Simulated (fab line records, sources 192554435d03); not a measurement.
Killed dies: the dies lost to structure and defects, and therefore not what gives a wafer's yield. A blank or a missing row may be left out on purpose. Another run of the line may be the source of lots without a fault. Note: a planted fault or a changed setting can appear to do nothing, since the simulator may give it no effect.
Which tool did it? ; flow n5_finfet ; route of 1938 steps, sampled at 1 step: 12 lots, 36 wafers

## WHAT THE GAUGES SHOWED, per wafer
N5_BEOL_M11_CD_MEAS_11: target cd 64.1 nm.
lot;measured;on;cd_nm (nm)
L077;day 11 08:39;cd_sem-02;65.0 64.9 64.3
L079;day 11 23:05;cd_sem-03;64.9 64.3 64.7
L076;day 11 23:31;cd_sem-03;63.7 63.5 63.7
L081;day 13 01:53;cd_sem-01;64.9 64.4 64.7
L080;day 13 10:29;cd_sem-02;63.8 64.0 65.2
L084;day 13 17:03;cd_sem-01;64.2 64.8 65.3
L090;day 14 13:51;cd_sem-02;64.9 64.7 64.8
L087;day 15 03:52;cd_sem-01;63.2 64.0 64.6
L091;day 15 11:29;cd_sem-01;63.9 64.2 63.7
L094;day 17 02:07;cd_sem-03;64.3 64.8 63.9
L097;day 17 12:01;cd_sem-03;64.9 65.7 64.1
L095;day 17 19:45;cd_sem-03;63.1 64.4 65.3

## TOOL THAT RAN EACH LOT (tool first, then ch and the chambers of the sampled wafers, then the start)
The record holds no process step before these readings.

## THE ANSWER, worked out from the rows above alone
Rule: the usual values come from the lots themselves. Put in order of their means at a reading, lots are off if they are a third of the lots or fewer, leave a main group of 4 or more, and stand apart from it by a gap of 3 or more times the standard deviation of the main group's means; of several such gaps the widest counts. The tables above print the reading to a certain number of digits; a main group whose means all agree to those digits is not used. A lot without any number at a reading at which 4 lots or more have one is off too. The other lots that the step has rows for count as sound.
Across all readings shown, no lot is off: no conclusion can be drawn from this.

## WHAT THE SIMULATOR HAD INSERTED
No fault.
